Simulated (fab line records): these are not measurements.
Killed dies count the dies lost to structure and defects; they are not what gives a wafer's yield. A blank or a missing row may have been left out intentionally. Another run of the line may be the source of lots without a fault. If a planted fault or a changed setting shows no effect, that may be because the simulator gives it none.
Matching of chambers | flow n5Finfet | N5_BEOL_M3_CMP_52 on cmp-04 has 4 sister chambers
The step polishes, stops on SiOC, t overpolish 6.8 s, target thk 40 nm. 8 wafers are shown with their chamber, then 7 later ones without.

== EACH WAFER AND ITS CHAMBER ==
wafer  | chamber | motorCurrentA (A) | timeToEndpointS (s)
L582.5 | 2       | 5.9               | 61
L582.6 | 3       | 6.0               | 62
L583.1 | 0       | 5.8               | 60
L583.3 | 1       | 4.8               | 62
L583.5 | 3       | 5.7               | 65
L596.1 | 1       | 4.6               | 62
L596.2 | 2       | 5.8               | 59
L596.4 | 0       | 5.7               | 61

== WAFERS WHOSE CHAMBER IS MISSING ==
wafer  | motorCurrentA (A) | timeToEndpointS (s)
L595.1 | 5.8               | 64
L595.3 | 5.7               | 57
L597.3 | 4.7               | 57
L597.5 | 5.8               | 67
L599.1 | 5.9               | 63
L599.2 | 4.8               | 58
L599.4 | 5.7               | 64

== WHICH CHAMBER EACH ONE RAN IN ==
wafer  | from the rows above          | in truth
L595.1 | 3                            | 3
L595.3 | can't be placed: 2 or 0      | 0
L597.3 | 1                            | 1
L597.5 | 3                            | 3
L599.1 | can't be placed: 3 or 0 or 2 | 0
L599.2 | 1                            | 1
L599.4 | can't be placed: 3 or 0      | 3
Correct placement for 4 of the 7. Can't be placed from these rows: 3 (the true chamber is among the candidates in 3). 0 placed wrongly.
How it was worked out, from the rows above alone: a wafer's distance from a chamber is the root of the sum, over the readings, of the square of ((its reading less the chamber's mean) divided by the reading's scatter). The wafer belongs to the nearest chamber; if the next one is less than 2 further off, it can't be placed. Each chamber's mean is taken over the wafers shown for it. How the scatter is found: for the shown wafers, subtract from each reading the mean of its chamber, square and add these, divide the total by (wafers less chambers), then take the root.
